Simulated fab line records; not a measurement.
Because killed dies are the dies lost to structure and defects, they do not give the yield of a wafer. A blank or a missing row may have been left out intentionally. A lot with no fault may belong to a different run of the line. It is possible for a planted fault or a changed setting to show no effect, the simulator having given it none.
fab line records	flow n5-finfet
record lots=6	wafers=18	last-day=20
route steps=1938 shown BEOL_M1@826 BEOL_M4@1111
lots untouched by any fault: they come from a run of this same line in which no faults occurred
start-h: the number of hours between the record's first day and the start of the first shown wafer of the lot	wait-h: hours from the lot's prior step to this one	" the same as in the row above	L1.1+2: a single row standing in for several wafers	- no value present, or no start provided	* or withheld: withheld	< > ~ a bound
route shown NAME@n: names a module that has steps shown in the file, with the first one's number in the route	usual: average and standard deviation across the fault-free wafers	same: alike in all rows	chamber/n: place in a boat	sites: the reading at each site	_std_site: standard deviation of those values	_edge_site: mean of outer sites minus mean of inner sites	radius-mm: how far each site lies from the wafer's centre	mask NAME#n: copy n	behind: the last tool/chamber to shape the wafer	hold: why the lot went on hold/how many hours it stayed there/how the hold came to an end	device: names the non-switching transistor (n, p or np)	end of line: at the end of the route, the tests of the same wafers	step lacking rows: just its recipe	killed: dies lost to structure and defects at the first sort, not the wafer's yield	map: the dies of a wafer, with x for killed, . for not killed, _ for no die there
set.NAME: the setting that was run; set.NAME@STEP: the one run at that earlier step	model.NAME: the simulator's own value behind a step, which no gauge read
lots at some steps of the route; a table a step, a row a wafer
services: the hour from which a tool's chamber was out of use, counted from the record's first day as start-h (under 0 if before that day), plus the number of hours and why
## steps
# step N5_BEOL_M1_SPUTTER_92
# recipe material=Cu	target-thk-a=45	temp-c=-20	chamber-pressure-pa=0.07	power-w=withheld	time-s=8.29
# usual susceptor-temp-C=-20.01/0.11	throttle-valve-pct=30.3/1.5
lot.wafer	tool	chamber	start-h	wait-h	susceptor-temp-C	throttle-valve-pct
L497.1	pvd-sputter-02	-	213.28	0.1	-20.09	29.6
L497.3	"	-	"	"	-19.84	29.2
L497.5	"	-	"	"	-20.01	29.1
L498.1	pvd-sputter-01	-	217.15	0.1	-19.86	29.2
L498.3	"	-	"	"	-20.04	33.1
L498.4	"	-	"	"	-20.08	29.8
L503.1	pvd-sputter-02	-	249.88	0.1	-20.08	32.8
L503.2	"	-	"	"	-19.98	29.0
L503.6	"	-	"	"	-19.99	29.2
L505.1	pvd-sputter-02	-	257.17	0.1	-20.04	29.7
L505.4	"	-	"	"	-20.07	32.3
L505.6	"	-	"	"	-19.99	29.1
L506.2	pvd-sputter-02	-	260.36	0.1	-20.18	29.2
L506.3	"	-	"	"	-20.03	32.3
L506.6	"	-	"	"	-20.12	32.5
L507.2	pvd-sputter-03	-	281.56	4.6	-19.97	32.4
L507.3	"	-	"	"	-19.93	29.7
L507.5	"	-	"	"	-20.04	31.0
# step N5_BEOL_M1_ANNEAL_93
# recipe temp-c=400	time-s=240	ambient=vacuum
# step N5_BEOL_M1_SPUTTER_94
# recipe material=Cu	target-thk-a=45	temp-c=-20	chamber-pressure-pa=0.07	power-w=withheld	time-s=8.29
# step N5_BEOL_M1_ANNEAL_95
# recipe temp-c=400	time-s=240	ambient=vacuum
# usual heater-power-w=781/94	susceptor-temp-C=399.99/0.22	susceptor_temp_C_max=401.0/0.37
lot.wafer	tool	chamber	start-h	wait-h	heater-power-w	susceptor-temp-C	susceptor_temp_C_max
L497.1	pvd-sputter-02	-	213.58	0.0	811	400.21	401.9
L497.3	"	-	"	"	876	399.75	400.5
L497.5	"	-	"	"	881	399.90	400.7
L498.1	pvd-sputter-01	-	217.45	0.0	743	399.57	400.4
L498.3	"	-	"	"	892	400.07	401.0
L498.4	"	-	"	"	779	399.64	400.9
L503.1	pvd-sputter-02	-	250.18	0.0	726	399.88	400.6
L503.2	"	-	"	"	872	400.49	401.1
L503.6	"	-	"	"	752	400.39	401.6
L505.1	pvd-sputter-02	-	257.47	0.0	773	399.95	401.4
L505.4	"	-	"	"	703	400.16	401.1
L505.6	"	-	"	"	763	400.21	401.1
L506.2	pvd-sputter-02	-	260.66	0.0	881	399.90	400.6
L506.3	"	-	"	"	714	400.37	401.1
L506.6	"	-	"	"	724	400.09	401.1
L507.2	pvd-sputter-03	-	281.86	0.0	1001	399.82	402.4
L507.3	"	-	"	"	781	399.61	400.7
L507.5	"	-	"	"	620	399.89	401.0
# step N5_BEOL_M1_SPUTTER_96
# recipe material=Cu	target-thk-a=45	temp-c=-20	chamber-pressure-pa=0.07	power-w=withheld	time-s=8.29
# usual susceptor-temp-C=-20.00/0.11	throttle-valve-pct=30.3/1.5
lot.wafer	tool	chamber	start-h	wait-h	susceptor-temp-C	throttle-valve-pct
L497.1	pvd-sputter-02	-	213.72	0.1	-19.82	29.2
L497.3	"	-	"	"	-20.02	29.3
L497.5	"	-	"	"	-20.01	28.9
L498.1	pvd-sputter-01	-	217.59	0.1	-19.93	29.4
L498.3	"	-	"	"	-19.97	32.7
L498.4	"	-	"	"	-20.26	30.0
L503.1	pvd-sputter-02	-	250.32	0.1	-20.10	32.5
L503.2	"	-	"	"	-19.99	29.4
L503.6	"	-	"	"	-20.09	29.3
L505.1	pvd-sputter-02	-	257.61	0.1	-19.71	29.4
L505.4	"	-	"	"	-20.01	32.5
L505.6	"	-	"	"	-19.91	29.1
L506.2	pvd-sputter-02	-	260.80	0.1	-20.02	29.0
L506.3	"	-	"	"	-19.83	32.6
L506.6	"	-	"	"	-19.89	32.4
L507.2	pvd-sputter-03	-	282.00	0.1	-19.88	32.4
L507.3	"	-	"	"	-19.96	30.1
L507.5	"	-	"	"	-20.22	31.0
# step N5_BEOL_M1_ECD_50
# recipe material=Cu	target-thk-a=3000
# step N5_BEOL_M1_ANNEAL_51
# recipe temp-c=225	time-s=90	ambient=N2
# step N5_BEOL_M1_CMP_52
# recipe stop-on=SiOC	t-overpolish-s=6.8	down-force-psi=1	platen-rpm=50	clearing-platen-down-force-psi=1.5	clearing-platen-rpm=50	post-cmp-clean=cu-alkaline	target-thk-nm=40	clearing-platen-pad-velocity-m-s=0.99484	pad-velocity-m-s=0.99484
# step N5_BEOL_M1_THK_MEAS_53
# recipe thk-meas-gauge=xrf	reads=Cu_of_BEOL_M1_ECD_50
# usual M1_THK=40.2/1.4
lot.wafer	tool	chamber	start-h	wait-h	M1_THK[nm]
L497.1	film-metro-01	-	214.59	-	39.3
L497.3	"	-	"	"	39.2
L497.5	"	-	"	"	41.9
L498.1	film-metro-02	-	218.37	-	42.0
L498.3	"	-	"	"	40.8
L498.4	"	-	"	"	40.7
L503.1	film-metro-01	-	251.11	-	39.0
L503.2	"	-	"	"	38.4
L503.6	"	-	"	"	41.0
L505.1	film-metro-01	-	258.42	-	41.0
L505.4	"	-	"	"	43.5
L505.6	"	-	"	"	41.7
L506.2	film-metro-02	-	261.59	-	39.5
L506.3	"	-	"	"	36.8
L506.6	"	-	"	"	39.3
L507.2	film-metro-01	-	282.79	-	40.7
L507.3	"	-	"	"	40.4
L507.5	"	-	"	"	39.8
# step N5_BEOL_M1_PRE_CLEAN_60
# recipe gas=NH3/H2	time-s=15	temp-c=*	rf-power-w=300
# usual heater-power-w=87/18	susceptor-temp-C=*
lot.wafer	tool	chamber	start-h	wait-h	heater-power-w	susceptor-temp-C
L497.1	cvd-co-01	0	214.63	0.0	73	*
L497.3	"	1	"	"	96	*
L497.5	"	2	"	"	68	*
L498.1	cvd-co-01	1	218.41	0.0	92	*
L498.3	"	2	"	"	69	*
L498.4	"	1	"	"	95	*
L503.1	cvd-co-02	1	251.15	0.0	91	*
L503.2	"	0	"	"	127	*
L503.6	"	1	"	"	94	*
L505.1	cvd-co-02	0	258.46	0.0	128	*
L505.4	"	2	"	"	87	*
L505.6	"	0	"	"	126	*
L506.2	cvd-co-01	1	261.62	0.0	94	*
L506.3	"	1	"	"	96	*
L506.6	"	2	"	"	70	*
L507.2	cvd-co-01	1	282.83	0.0	95	*
L507.3	"	0	"	"	69	*
L507.5	"	2	"	"	72	*
# step N5_BEOL_M1_CO_CAP_55
# recipe material=Co	target-thk-a=20	temp-c=200	precursor=CCTBA/H2	pressure-torr=30	time-s=102.1
# usual heater-power-w=238/22	susceptor-temp-C=200.01/0.16
lot.wafer	tool	chamber	start-h	wait-h	heater-power-w	susceptor-temp-C
L497.1	cvd-co-01	0	214.67	0.0	218	199.81
L497.3	"	1	"	"	247	199.87
L497.5	"	2	"	"	213	199.89
L498.1	cvd-co-01	1	218.45	0.0	249	199.68
L498.3	"	2	"	"	222	200.25
L498.4	"	1	"	"	255	199.57
L503.1	cvd-co-02	1	251.19	0.0	249	200.01
L503.2	"	0	"	"	288	200.09
L503.6	"	1	"	"	246	200.00
L505.1	cvd-co-02	0	258.50	0.0	289	199.97
L505.4	"	2	"	"	243	200.03
L505.6	"	0	"	"	284	199.94
L506.2	cvd-co-01	1	261.68	0.0	250	200.26
L506.3	"	1	"	"	257	200.15
L506.6	"	2	"	"	218	200.09
L507.2	cvd-co-01	1	282.87	0.0	252	200.06
L507.3	"	0	"	"	217	200.34
L507.5	"	2	"	"	218	200.10
# step N5_BEOL_M1_PRE_CLEAN_56
# recipe gas=NH3	time-s=15	temp-c=withheld	rf-power-w=300
# step N5_BEOL_M1_DEP_57
# recipe material=SiCN	target-thk-a=80	temp-c=withheld	precursor=3MS/NH3	pressure-torr=3	rf-w=202	time-s=14
# usual showerhead-plenum-p-Torr=3.669/0.012	throttle-valve-pct=9.0/0.59
lot.wafer	tool	chamber	start-h	wait-h	showerhead-plenum-p-Torr	throttle-valve-pct	model.SiCN_of_BEOL_M1_DEP_57.thk-nm
L497.1	pecvd-02	2	214.79	0.0	3.665	8.1	8
L497.3	"	0	"	"	3.673	10.1	8
L497.5	"	0	"	"	3.670	10.1	8
L498.1	pecvd-01	0	218.57	0.0	3.646	8.8	7.8
L498.3	"	1	"	"	3.658	9.1	8
L498.4	"	2	"	"	3.675	8.3	8
L503.1	pecvd-01	0	251.32	0.0	3.645	8.5	6
L503.2	"	1	"	"	3.668	9.0	6
L503.6	"	0	"	"	3.644	8.8	7.8
L505.1	pecvd-04	1	258.62	0.0	3.689	8.7	8
L505.4	"	1	"	"	3.696	8.4	8
L505.6	"	2	"	"	3.675	8.6	7.8
L506.2	pecvd-01	0	261.84	0.0	3.645	8.8	6.4
L506.3	"	2	"	"	3.676	8.4	8.4
L506.6	"	2	"	"	3.675	8.4	8.4
L507.2	pecvd-04	1	282.98	0.0	3.687	8.5	8
L507.3	"	2	"	"	3.675	8.6	8
L507.5	"	1	"	"	3.693	8.3	8
# step N5_BEOL_M1_RS_MEAS_58
# recipe thk-meas-gauge=four-point-probe	reads=Co_of_BEOL_M1_CO_CAP_55+Cu_of_BEOL_M1_ECD_50+Co_of_BEOL_M1_CVD_47+TaN_of_BEOL_M1_ALD_84
# usual M1_RS=0.667/0.03
lot.wafer	tool	chamber	start-h	wait-h	M1_RS[ohm/sq]
L497.1	film-metro-02	-	214.85	0.0	0.677
L497.3	"	-	"	"	0.682
L497.5	"	-	"	"	0.626
L498.1	film-metro-02	-	218.63	0.0	0.631
L498.3	"	-	"	"	0.655
L498.4	"	-	"	"	0.653
L503.1	film-metro-02	-	251.40	0.1	0.696
L503.2	"	-	"	"	0.713
L503.6	"	-	"	"	0.656
L505.1	film-metro-02	-	258.68	0.0	0.650
L505.4	"	-	"	"	0.606
L505.6	"	-	"	"	0.639
L506.2	film-metro-02	-	261.90	0.1	0.681
L506.3	"	-	"	"	0.747
L506.6	"	-	"	"	0.685
L507.2	film-metro-02	-	283.05	0.1	0.652
L507.3	"	-	"	"	0.662
L507.5	"	-	"	"	0.674
# step N5_BEOL_M4_RC_MEAS_101
# usual DIBL_N=36.3/1.2	DIBL_P=36.3/1.4	IOFF_N=0.160/0.02	IOFF_P=0.210/0.025	ION_N=675/9.5	ION_P=462/7	SS_N=71.5/0.53	SS_P=73.4/0.55	VT_N=249.5/2.6	VT_P=-250.1/2.9
lot.wafer	tool	chamber	start-h	wait-h	DIBL_N[mV/V]	DIBL_P[mV/V]	IOFF_N[nA/um]	IOFF_P[nA/um]	ION_N[uA/um]	ION_P[uA/um]	SS_N[mV/dec]	SS_P[mV/dec]	VT_N[mV]	VT_P[mV]
L497.1	prober-02	0	287.80	0.0	35.5	34.7	0.166	0.219	682	470	71.3	73.3	246.6	-244.4
L497.3	"	0	"	"	36.7	36.9	0.196	0.255	694	476	72.0	74.2	243.6	-246.3
L497.5	"	0	"	"	37.1	36.3	0.194	0.242	692	474	72.1	73.5	245.6	-246.1
L498.1	prober-01	0	290.33	0.0	37.0	37.1	0.165	0.240	674	469	72.1	73.7	248.5	-248.5
L498.3	"	0	"	"	37.3	37.5	0.175	0.242	690	467	72.2	73.4	248.1	-249.6
L498.4	"	0	"	"	39.6	39.4	0.210	0.281	678	465	72.2	74.2	246.4	-245.3
L505.1	prober-01	0	334.37	0.0	34.5	34.8	0.144	0.179	673	456	70.2	71.9	251.6	-254.8
L505.4	"	0	"	"	35.2	36.1	0.167	0.198	684	467	70.8	73.4	247.0	-250.6
L505.6	"	0	"	"	35.2	35.1	0.160	0.185	675	458	71.4	72.3	249.6	-254.0
L503.1	prober-02	0	338.15	0.0	38.0	39.3	0.195	0.254	681	471	71.8	72.9	247.0	-247.5
L503.2	"	0	"	"	36.0	36.0	0.144	0.194	675	463	71.4	73.5	249.6	-252.1
L503.6	"	0	"	"	38.7	39.4	0.194	0.248	692	471	71.4	74.3	245.6	-246.6
L506.2	prober-01	0	344.78	0.2	35.6	36.0	0.156	0.203	679	467	71.0	73.2	250.4	-251.1
L506.3	"	0	"	"	34.5	34.2	0.126	0.171	667	456	70.7	72.8	252.0	-252.9
L506.6	"	0	"	"	35.7	35.7	0.150	0.198	676	461	70.9	73.6	252.8	-251.7
L507.2	prober-02	0	363.44	0.2	35.5	36.3	0.164	0.216	691	475	71.3	73.3	245.8	-247.9
L507.3	"	0	"	"	35.2	35.8	0.151	0.197	676	461	70.9	73.0	248.9	-248.3
L507.5	"	0	"	"	36.0	36.6	0.176	0.216	688	468	71.5	73.1	245.0	-248.6
## services
tool	chamber	start-h	hours	kind
pecvd-04	2	202.38	-	clean
pecvd-04	2	202.38	-	consumable-replace:showerhead
pecvd-04	2	202.38	29.0	scheduled-down
pecvd-04	2	202.38	29.0	vent-cycle
pecvd-04	0	212.20	5.5	scheduled-down
pecvd-01	0	216.34	2.1	scheduled-down
pecvd-04	1	224.13	2.1	scheduled-down
pecvd-01	2	250.90	5.5	scheduled-down
pecvd-02	2	255.76	6.7	repair
cvd-co-01	0	258.76	11.8	repair
pecvd-01	1	276.93	5.8	repair
## key
first-sign none at tools or gauges
model-effect step=N5_BEOL_M1_DEP_57	value=SiCN_of_BEOL_M1_DEP_57.thk-nm	without=8	struck=6.133
met-at N5_BEOL_M1_DEP_57
struck-wafers L503.1,L503.2,L506.2
onset-between 218.57 251.32
fault kind=process-parameter-drift	tool=pecvd-01	chamber=-	onset-h=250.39	steps=N5_BEOL_M1_DEP_57	channel=time-s	offset=*	shape=step	end-h=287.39	scope=struck-wafers-only	acts-in=*	stated=*
